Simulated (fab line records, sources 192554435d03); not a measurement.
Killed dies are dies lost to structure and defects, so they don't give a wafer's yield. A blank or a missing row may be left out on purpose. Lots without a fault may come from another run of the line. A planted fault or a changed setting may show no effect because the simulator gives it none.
Split-lot experiment | flow n5_finfet | 7 lots, 21 wafers read, on a route of 1938 steps

THE SPLIT
At N5_BEOL_M4_TRENCH_ETCH_37 (etches SiOC in C4F6/O2, target depth 55.555 nm, time 29.2 s), the setting bias_w was moved away from the recipe's 185 W on 5 of the 21 wafers read, by -14.0% to +15.0%. The other wafers ran this setting at the recipe's value.

The reading is taken at the split's own step.

THE READING
rf_vpp_V, in V, at N5_BEOL_M4_TRENCH_ETCH_37 (etches SiOC in C4F6/O2, target depth 55.555 nm, time 29.2 s). Fault-free wafers of this fab line usually give 668 V, standard deviation 15 V.

wafer  | tool, chamber at the split | bias_w as run, W | against the recipe | rf_vpp_V, V | against lot-mates on the recipe
L075.4 | rie_diel-05, 3             | 185              | recipe             | 688         | -
L075.5 | rie_diel-05, 1             | 185              | recipe             | 653         | -
L075.6 | rie_diel-05, 0             | 159.1            | -14.0%             | 605         | -66
L076.2 | rie_diel-05, 1             | 185              | recipe             | 654         | -
L076.3 | rie_diel-05, 3             | 185              | recipe             | 688         | -
L076.5 | rie_diel-05, 1             | 201.8            | +9.1%              | 700         | +29
L077.2 | rie_diel-03, 3             | 185              | recipe             | 630         | -
L077.3 | rie_diel-03, 0             | 185              | recipe             | 667         | -
L077.6 | rie_diel-03, 1             | 185              | recipe             | 674         | -
L080.2 | rie_diel-05, 1             | 185              | recipe             | 654         | -
L080.3 | rie_diel-05, 3             | 185              | recipe             | 688         | -
L080.5 | rie_diel-05, 3             | 185              | recipe             | 688         | -
L087.1 | rie_diel-03, 3             | 185              | recipe             | 631         | -
L087.3 | rie_diel-03, 0             | 212.7            | +15.0%             | 743         | +90
L087.4 | rie_diel-03, 1             | 185              | recipe             | 674         | -
L092.4 | rie_diel-04, 0             | 185              | recipe             | 676         | -
L092.5 | rie_diel-04, 1             | 207.6            | +12.2%             | 742         | +68
L092.6 | rie_diel-04, 2             | 185              | recipe             | 671         | -
L097.1 | rie_diel-03, 3             | 185              | recipe             | 630         | -
L097.4 | rie_diel-03, 2             | 185              | recipe             | 682         | -
L097.6 | rie_diel-03, 2             | 208.4            | +12.6%             | 748         | +92

THE FIT
A straight line over all 21 wafers: rf_vpp_V changes by +5.24 V for each +1% of bias_w; r = +0.86; the points scatter about the line by 20 V.
The same after taking each lot's own level away (the mean of its wafers on the recipe; 21 wafers): +5.54 V for each +1%; r = +0.88; scatter 18 V.
On that fit, the largest move of bias_w shifts the reading by 83 V.
The lots' own levels span 652.5 to 676.7 V, that is 1.6 times the standard deviation above.
So the lot-to-lot level changes the slope little: the two slopes agree.
Check: with one of the wafers moved furthest among these (+15.0%) left out of the fit, the line predicts +81.4 V for it against its lot-mates. It came out at +90.5 V against them.
Tool readings at the split's step, against how far the setting was moved: rf_vpp_V r = +0.86.

OTHER SPLITS ON THESE WAFERS
These wafers also went through other splits before the reading. Each is held against what the fit with the lots' levels taken away leaves over:
other split on the same wafers            | wafers away from the commonest value | r with rf_vpp_V (lot level and that fit taken away)
N5_BEOL_M0_TRENCH_ETCH_107 target_depth_a | 7                                    | +0.32
N5_BEOL_M2_DESCUM_16 time_s               | 7                                    | +0.42
N5_BEOL_M2_COAT_67 spin_rpm               | 8                                    | +0.16
N5_BEOL_M3_TRENCH_ETCH_37 time_s          | 7                                    | -0.26
N5_BEOL_M4_ETCH_70 bias_w                 | 9                                    | -0.16

THE FILE'S OWN FIT
rf_vpp_V changes by +5.58 V for each +1% of bias_w, r = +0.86.
